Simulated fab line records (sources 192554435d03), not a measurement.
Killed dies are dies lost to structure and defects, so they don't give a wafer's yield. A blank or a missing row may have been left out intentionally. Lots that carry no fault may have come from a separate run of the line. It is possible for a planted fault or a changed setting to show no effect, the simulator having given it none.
Matching of chambers    flow n5-finfet    rie-diel-06 running N5_BEOL_M0_SAQP_ETCH_83: 4 sister chambers
The step etches SiARC in CF4, target depth 39 nm, time 65 s. 14 wafers are shown with their chamber, then 7 later ones without.

== WAFERS PAIRED WITH THEIR CHAMBERS ==
wafer   chamber  drypump-motor-current-A (A)  throttle-valve-pct (%)  oes-product-au (a.u.)
L074.2  1        5.65                         15.60                   0.66
L074.3  3        5.88                         15.48                   0.69
L074.5  1        5.63                         15.58                   0.66
L085.3  0        5.56                         15.27                   0.75
L085.4  0        5.55                         15.25                   0.75
L085.5  2        5.32                         15.99                   0.61
L086.2  3        5.88                         15.53                   0.67
L086.4  2        5.33                         16.01                   0.60
L086.6  2        5.34                         16.00                   0.60
L089.1  1        5.64                         15.64                   0.65
L089.2  0        5.57                         15.29                   0.74
L089.6  3        5.87                         15.52                   0.67
L094.1  3        5.86                         15.53                   0.67
L094.3  1        5.66                         15.68                   0.65

SIGNATURES, as means of the wafers listed above
reading                  chamber 0  chamber 1  chamber 2  chamber 3  scatter within a chamber
drypump-motor-current-A  5.5600     5.6450     5.3300     5.8725     0.0108
throttle-valve-pct       15.2700    15.6250    16.0000    15.5150    0.0293
oes-product-au           0.7467     0.6550     0.6033     0.6750     0.0073
Rule: a wafer lies at a distance from a chamber equal to the root of the sum of squares, over the readings, of (its reading less the chamber's mean, divided by the reading's scatter). If the next closest chamber is less than 2 further off than the closest, the wafer can't be placed; otherwise it belongs to the closest. How the scatter is found: for the shown wafers, subtract from each reading the mean of its chamber, square and add these, divide the total by (wafers less chambers), then take the root.

== WAFERS WITH NO CHAMBER GIVEN ==
wafer   drypump-motor-current-A (A)  throttle-valve-pct (%)  oes-product-au (a.u.)
L094.5  5.56                         15.28                   0.73
L095.4  5.57                         15.31                   0.73
L095.5  5.88                         15.56                   0.66
L095.6  5.63                         15.68                   0.64
L097.2  5.32                         15.50                   0.81
L097.3  5.85                         15.56                   0.66
L097.5  5.53                         15.32                   0.72

== CHAMBER TAKEN BY EACH ==
wafer    from the rows above   in truth
L094.5   0                     0
L095.4   0                     0
L095.5   3                     3
L095.6   1                     1
L097.2   0                     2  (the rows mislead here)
L097.3   3                     3
L097.5   0                     0
6 of 7 placed correctly. Number that these rows cannot place: 0. 1 placed wrongly.
